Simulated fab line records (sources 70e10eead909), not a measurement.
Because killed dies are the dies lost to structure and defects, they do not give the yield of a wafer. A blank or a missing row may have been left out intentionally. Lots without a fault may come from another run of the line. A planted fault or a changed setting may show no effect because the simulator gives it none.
Matching of chambers ; flow nandHarc ; rieSi-06 running NHARC_P_ZERO_WELL_ETCH_63: 4 sister chambers
The step etches the open film in HBr/Cl2, target depth 120 nm, time 40.1 s. 8 wafers are shown with their chamber, then 7 later ones without.

== WAFERS, EACH WITH ITS CHAMBER ==
wafer;chamber;drypumpMotorCurrentA (A);rfFwdPowerW (W)
L851.4;0;6.3;396.7
L855.4;0;6.3;396.5
L855.6;2;6.5;394.7
L865.4;3;6.5;397.2
L865.5;1;5.5;394.1
L865.6;2;6.5;396.1
L867.1;3;6.4;393.9
L867.4;1;5.5;393.5

== WAFERS WITH NO CHAMBER GIVEN ==
wafer;drypumpMotorCurrentA (A);rfFwdPowerW (W)
L867.5;6.3;396.2
L868.1;6.5;395.5
L868.3;6.3;396.7
L868.4;5.5;393.8
L869.1;6.4;394.9
L869.3;5.5;396.2
L869.6;6.3;395.6

== WHICH CHAMBER EACH ONE RAN IN ==
wafer;from the rows above;in truth
L867.5;0;0
L868.1;can't be placed: 2 or 3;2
L868.3;0;0
L868.4;1;1
L869.1;can't be placed: 3 or 2 or 0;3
L869.3;1;1
L869.6;0;0
Placed correctly: 5 of 7. Can't be placed from these rows: 2 (the true chamber is among the candidates in 2). Placed wrongly: 0.
How it was worked out, from the rows above alone: a wafer's distance from a chamber is the root of the sum, over the readings, of the square of ((its reading less the chamber's mean) divided by the reading's scatter). If the next closest chamber is less than 2 further off than the closest, the wafer can't be placed; otherwise it belongs to the closest. A chamber's mean is the mean of its shown wafers. The scatter is the square root of a quotient: the sum, over the shown wafers, of each reading's squared deviation from its chamber's mean, divided by wafers minus chambers.
